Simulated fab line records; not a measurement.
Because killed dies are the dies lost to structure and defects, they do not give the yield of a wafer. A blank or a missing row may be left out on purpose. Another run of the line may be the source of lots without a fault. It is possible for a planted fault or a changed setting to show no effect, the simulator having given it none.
One fault seen from 3 desks ; flow n5-finfet ; each desk holds nothing but its own numbers, with what lay behind them at the end

== AT THE METROLOGY DESK ==
Lot by lot, what the gauges showed, no matter which tool ran the lot: averages of those sampled wafers that carry a number. If a lot's mean is further than 4 standard deviations from the usual mean, the lot is out of limits and carries the mark OUT (the distance appears in the brackets). Of its 13 readings 7 are shown: those that lie furthest out on some lot.
Columns: A = thk-nm at N5_DUMMY_GATE_THK_MEAS_05, usual 72.1 nm; B = DIBL_N at N5_BEOL_M4_RC_MEAS_101, usual 36.4 mV/V; C = DIBL_P at N5_BEOL_M4_RC_MEAS_101, usual 36.3 mV/V; D = IOFF_N at N5_BEOL_M4_RC_MEAS_101, usual 0.163 nA/um; E = IOFF_P at N5_BEOL_M4_RC_MEAS_101, usual 0.21 nA/um; F = SS_N at N5_BEOL_M4_RC_MEAS_101, usual 71.6 mV/dec; G = VT_P at N5_BEOL_M4_RC_MEAS_101, usual -250 mV
lot;first seen here;A;B;C;D;E;F;G
L623;day 2 17:46;71.7;35.2;33.9;0.140;0.17;71.0;-255
L625;day 3 05:03;71.4;36.7;37.4;0.165;0.23;72.0;-248
L636;day 6 01:23;70.9;36.0;36.1;0.154;0.22;71.5;-247
L637;day 6 05:16;71.9;36.0;36.4;0.177;0.23;71.8;-248
L640;day 6 23:49;73.4;35.7;36.3;0.161;0.20;71.0;-249
L646;day 8 16:45;72.1;39.8;37.8;0.198;0.28;72.3;-244
Finding of this desk: none of the 6 lots has anything out of limits.

== THE DEFECT DESK ==
What the inspections along the route counted, lot by lot: means of the sampled wafers that have a number. If a lot's mean is further than 4 standard deviations from the usual mean, the lot is out of limits and carries the mark OUT (the distance appears in the brackets).
Columns: A = raw-defect-count at N5_DUMMY_GATE_INSPECT_17, usual 207
lot;first seen here;A
L623;day 2 22:09;258
L625;day 3 09:34;169
L636;day 6 05:55;192
L637;day 6 09:40;141
L640;day 7 04:13;209
L646;day 8 21:16;209
Finding of this desk: none of the 6 lots has anything out of limits.

== DESK OF THE TOOL OWNER: euv-scanner-02 ==
The tool's own readings at N5_DUMMY_GATE_EXPOSE_12 (exposes mask GATE, target cd 25 nm): means of the sampled wafers that have a number, for each lot that ran on this tool. If a lot's mean is further than 4 standard deviations from the usual mean, the lot is out of limits and carries the mark OUT (the distance appears in the brackets).
Columns: A = exposure-dose-mJ-cm2 at N5_DUMMY_GATE_EXPOSE_12, usual 33.94
lot;first seen here;A
L623;day 2 21:55;33.92
L636;day 6 05:41;33.33 (-14) OUT
L637;day 6 09:26;33.50 (-10) OUT
This desk finds L636, L637 out of limits, L636 being first, at day 6 05:41 (exposure-dose-mJ-cm2 at N5_DUMMY_GATE_EXPOSE_12). Within limits: L623.

== ALL TOGETHER ==
At day 6 05:41, on L636, L637, the tool owner's desk was in a position to raise an alarm.
From the metrology desk's view, nothing was out of limits.
Nothing out of limits was seen by the defect desk.
The metrology desk holds a record of L636, L637, inside its limits.
The defect desk has L636, L637 on record, within its limits.
Every lot named ran N5_DUMMY_GATE_EXPOSE_12 on euv-scanner-02.

== WHAT THE SIMULATOR HAD INSERTED ==
Process parameter drift: euv-scanner-02, from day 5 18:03 on, at N5_DUMMY_GATE_EXPOSE_12. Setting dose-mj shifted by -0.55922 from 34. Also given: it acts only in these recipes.
Lots struck among those shown: L636, L637.
Each desk's first reading out of limits, in hours after the fault started: the tool owner's desk, 12.
